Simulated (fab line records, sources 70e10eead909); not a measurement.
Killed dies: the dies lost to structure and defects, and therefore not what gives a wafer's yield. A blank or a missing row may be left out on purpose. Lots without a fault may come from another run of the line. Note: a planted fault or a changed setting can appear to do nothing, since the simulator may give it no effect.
Matching of chambers -- flow nandHarc -- NHARC_A_SLIT_ETCH_29 on rieDiel-04: 4 sister chambers
The step etches the open film in CF4/O2, target depth 100 nm, overetch 10 nm, time 55 s. 27 wafers are shown with their chamber, then 12 later ones without.

== WAFERS PAIRED WITH THEIR CHAMBERS ==
wafer,chamber,showerheadPlenumPTorr (Torr),drypumpMotorCurrentA (A),rfVppV (V)
L076.1,2,1.25,5.7,195.9
L076.2,3,1.35,5.4,199.2
L076.6,1,1.29,6.2,197.8
L078.3,0,1.34,5.8,197.2
L078.4,3,1.35,5.4,198.7
L078.5,2,1.25,5.7,195.8
L079.2,3,1.35,5.4,198.3
L079.4,0,1.34,5.8,199.7
L079.5,0,1.33,5.7,198.0
L080.1,2,1.25,5.7,196.3
L080.2,3,1.35,5.4,196.8
L080.3,1,1.29,6.2,196.7
L085.2,2,1.25,5.7,194.5
L085.5,2,1.25,5.7,195.2
L085.6,3,1.35,5.4,197.8
L084.2,2,1.25,5.7,196.2
L084.4,3,1.35,5.4,197.5
L084.6,1,1.29,6.2,195.3
L086.1,0,1.33,5.8,198.8
L086.2,3,1.35,5.3,198.5
L086.4,2,1.25,5.7,195.7
L088.3,1,1.29,6.2,197.0
L088.4,2,1.25,5.7,196.5
L088.5,3,1.35,5.4,199.0
L091.1,1,1.29,6.2,196.8
L091.2,2,1.25,5.7,197.2
L091.4,0,1.33,5.8,196.7

SIGNATURES (means of the wafers above)
reading,chamber 0,chamber 1,chamber 2,chamber 3,scatter within a chamber
showerheadPlenumPTorr,1.3340,1.2900,1.2500,1.3500,0.00228
drypumpMotorCurrentA,5.780,6.200,5.700,5.388,0.027
rfVppV,198.080,196.720,195.922,198.225,0.897
Rule: for a wafer and a chamber, the distance is found by dividing, reading by reading, the gap between the wafer's reading and the chamber's mean by the reading's scatter, squaring, summing and taking the root. The wafer belongs to the nearest chamber; if the next one is less than 2 further off, it can't be placed. The scatter is the square root of a quotient: the sum, over the shown wafers, of each reading's squared deviation from its chamber's mean, divided by wafers minus chambers.

== WAFERS WHOSE CHAMBER IS MISSING ==
wafer,showerheadPlenumPTorr (Torr),drypumpMotorCurrentA (A),rfVppV (V)
L092.1,1.29,6.2,195.6
L092.3,1.33,5.8,197.3
L092.5,1.33,5.8,198.1
L094.1,1.25,5.7,196.1
L094.2,1.35,5.4,196.2
L094.3,1.33,5.8,196.7
L093.4,1.33,5.7,197.4
L093.5,1.25,5.7,197.0
L093.6,1.29,6.2,198.4
L096.2,1.33,5.8,197.9
L096.5,1.29,6.2,196.8
L096.6,1.25,5.7,196.2

== CHAMBER TAKEN BY EACH ==
wafer,from the rows above,in truth
L092.1,1,1
L092.3,0,0
L092.5,0,0
L094.1,2,2
L094.2,3,3
L094.3,0,0
L093.4,0,0
L093.5,2,2
L093.6,1,1
L096.2,0,0
L096.5,1,1
L096.6,2,2
Correctly placed: 12 of 12. Can't be placed from these rows: 0. Placed wrongly: 0.
